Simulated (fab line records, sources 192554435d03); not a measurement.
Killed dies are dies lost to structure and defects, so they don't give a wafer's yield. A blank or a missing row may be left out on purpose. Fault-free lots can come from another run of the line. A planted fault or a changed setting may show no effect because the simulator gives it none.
Split-lot experiment    flow n5 finfet    7 lots, 21 wafers read, on a route of 1938 steps

## SPLIT DETAILS
At N5_BEOL_M10_PEB_26 (peb time 60 s), the setting peb time s was moved away from the recipe's 60 s on 8 of the 21 wafers read, by -21.0% to +19.4%. All remaining wafers had this setting at the recipe value.

## FROM SPLIT TO READING: 1 step shown by the file between the two
- N5_BEOL_M10_DEVELOP_27: develop time 30 s

## THE READING
cd nm at N5_BEOL_M10_CD_MEAS_28, given in nm (cd target 70 nm). On this fab line, fault-free wafers typically give 70.2 nm with a standard deviation of 1 nm.

wafer   tool, chamber at the split  peb time s as run, s  against the recipe  cd nm, nm  against lot-mates on the recipe
L076.2  litho track-05, 0           49.74                 -17.1%              60.9       -9.4
L076.3  litho track-05, 0           60                    recipe              70.4       -
L076.6  litho track-05, 0           60                    recipe              70.1       -
L084.1  litho track-01, 0           47.43                 -21.0%              58.4       -11.5
L084.5  litho track-01, 0           60                    recipe              69.9       -
L084.6  litho track-01, 0           47.43                 -21.0%              58.9       -11.0
L088.1  litho track-05, 0           71.61                 +19.4%              77.3       +5.2
L088.4  litho track-05, 0           60                    recipe              72.1       -
L088.5  litho track-05, 0           71.61                 +19.4%              78.2       +6.1
L089.2  litho track-02, 0           60                    recipe              69.4       -
L089.5  litho track-02, 0           60                    recipe              69.6       -
L089.6  litho track-02, 0           60                    recipe              70.7       -
L090.3  litho track-05, 0           60                    recipe              71.6       -
L090.5  litho track-05, 0           60                    recipe              72.7       -
L090.6  litho track-05, 0           60                    recipe              71.4       -
L093.2  litho track-05, 0           60                    recipe              70.0       -
L093.4  litho track-05, 0           49.63                 -17.3%              60.0       -10.0
L093.5  litho track-05, 0           49.63                 -17.3%              60.5       -9.5
L094.2  litho track-02, 0           60                    recipe              71.6       -
L094.4  litho track-02, 0           68.6                  +14.3%              75.6       +5.2
L094.6  litho track-02, 0           60                    recipe              69.3       -

THE FIT
A straight line over all 21 wafers: cd nm changes by +0.494 nm for each +1% of peb time s; r = +0.97; the points scatter about the line by 1.4 nm.
The same after taking each lot's own level away (the mean of its wafers on the recipe; 21 wafers): +0.451 nm for each +1%; r = +0.97; scatter 1.2 nm.
That fit puts the effect of the largest move of peb time s on the reading at 9.5 nm.
Measured against the standard deviation above, the lots' own levels, which go from 69.90 to 72.10 nm, span 2.2 times it.
The two slopes are in agreement: the lot-to-lot level therefore moves the slope only a little.
Check: for one of the wafers moved furthest among these (-21.0%), held out of the fit, the line's prediction against its lot-mates is -9.96 nm. It came out at -11.5 nm against them.

## THESE WAFERS: OTHER SPLITS
These wafers also went through other splits before the reading. Each is held against what the fit with the lots' levels taken away leaves over:
other split on the same wafers  wafers away from the commonest value  r with cd nm (lot level and that fit taken away)
N5_BEOL_M9_COAT_05 spin rpm     5                                     +0.06
N5_BEOL_M9_EXPOSE_08 dose mj    7                                     -0.31
N5_BEOL_M10_COAT_64 spin rpm    4                                     -0.43

## FILE'S OWN FIT
cd nm changes by +0.465 nm for each +1% of peb time s, r = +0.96.
